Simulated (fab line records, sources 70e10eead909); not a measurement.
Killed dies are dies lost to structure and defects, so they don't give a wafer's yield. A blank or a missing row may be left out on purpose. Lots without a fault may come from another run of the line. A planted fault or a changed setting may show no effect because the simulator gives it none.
Chamber matching | flow nand_harc | NHARC_P_ZERO_WELL_DESCUM_13 on rie_diel-06: 4 sister chambers
The step chemistry O2, time 3 s. 27 wafers are shown with their chamber, then 12 later ones without.

WAFERS WITH THEIR CHAMBER
wafer  | chamber | drypump_motor_current_A (A) | showerhead_plenum_p_Torr (Torr) | oes_product_au (a.u.)
L074.2 | 1       | 6.1                         | 1.97                            | 0.986
L074.3 | 3       | 5.4                         | 1.91                            | 1.002
L074.5 | 3       | 5.5                         | 1.91                            | 0.996
L075.1 | 2       | 5.9                         | 1.84                            | 1.006
L075.3 | 1       | 6.1                         | 1.97                            | 0.982
L075.4 | 3       | 5.5                         | 1.91                            | 1.009
L077.1 | 3       | 5.5                         | 1.91                            | 0.988
L077.5 | 2       | 5.9                         | 1.84                            | 0.995
L077.6 | 3       | 5.5                         | 1.91                            | 0.997
L078.1 | 2       | 5.9                         | 1.84                            | 0.995
L078.3 | 0       | 6.8                         | 1.89                            | 0.986
L078.5 | 3       | 5.4                         | 1.91                            | 0.989
L079.1 | 1       | 6.1                         | 1.96                            | 0.998
L079.3 | 2       | 5.9                         | 1.84                            | 0.991
L079.5 | 3       | 5.5                         | 1.91                            | 0.998
L081.1 | 1       | 6.1                         | 1.96                            | 0.987
L081.3 | 3       | 5.5                         | 1.91                            | 0.995
L081.6 | 1       | 6.1                         | 1.96                            | 0.993
L082.2 | 1       | 6.1                         | 1.96                            | 0.985
L082.3 | 3       | 5.5                         | 1.91                            | 0.996
L082.6 | 1       | 6.1                         | 1.96                            | 0.989
L083.1 | 2       | 5.9                         | 1.83                            | 1.001
L083.2 | 0       | 6.8                         | 1.88                            | 0.993
L083.4 | 1       | 6.1                         | 1.96                            | 0.996
L089.4 | 1       | 6.1                         | 1.95                            | 1.000
L089.5 | 1       | 6.1                         | 1.95                            | 1.009
L089.6 | 2       | 5.9                         | 1.83                            | 1.002

SIGNATURES (means of the wafers above)
reading                  | chamber 0 | chamber 1 | chamber 2 | chamber 3 | scatter within a chamber
drypump_motor_current_A  | 6.800     | 6.100     | 5.900     | 5.478     | 0.026
showerhead_plenum_p_Torr | 1.8850    | 1.9600    | 1.8367    | 1.9100    | 0.00504
oes_product_au           | 0.98950   | 0.99250   | 0.99833   | 0.99667   | 0.00699
Rule: a wafer's distance from a chamber is the root of the sum, over the readings, of the square of ((its reading less the chamber's mean) divided by the reading's scatter). The wafer belongs to the nearest chamber; if the next one is less than 2 further off, it can't be placed. The scatter: the root of (the sum of the squares of (reading less its chamber's mean) over the shown wafers, divided by (wafers less chambers)).

WAFERS WITHOUT THEIR CHAMBER
wafer  | drypump_motor_current_A (A) | showerhead_plenum_p_Torr (Torr) | oes_product_au (a.u.)
L090.1 | 5.9                         | 1.82                            | 0.994
L090.3 | 6.2                         | 1.95                            | 1.000
L090.5 | 5.9                         | 1.82                            | 1.005
L091.1 | 5.9                         | 1.82                            | 1.000
L091.5 | 5.9                         | 1.82                            | 0.994
L091.6 | 5.4                         | 1.90                            | 0.998
L092.1 | 5.5                         | 1.90                            | 1.000
L092.5 | 5.5                         | 1.90                            | 0.992
L092.6 | 5.9                         | 1.82                            | 1.005
L097.2 | 6.1                         | 1.94                            | 1.016
L097.3 | 5.5                         | 1.89                            | 0.990
L097.6 | 5.4                         | 1.89                            | 0.988

WHICH CHAMBER EACH WENT THROUGH
wafer  | from the rows above | in truth
L090.1 | 2                   | 2
L090.3 | 1                   | 1
L090.5 | 2                   | 2
L091.1 | 2                   | 2
L091.5 | 2                   | 2
L091.6 | 3                   | 3
L092.1 | 3                   | 3
L092.5 | 3                   | 3
L092.6 | 2                   | 2
L097.2 | 1                   | 1
L097.3 | 3                   | 3
L097.6 | 3                   | 3
Placed correctly: 12 of 12. Can't be placed from these rows: 0. Placed wrongly: 0.
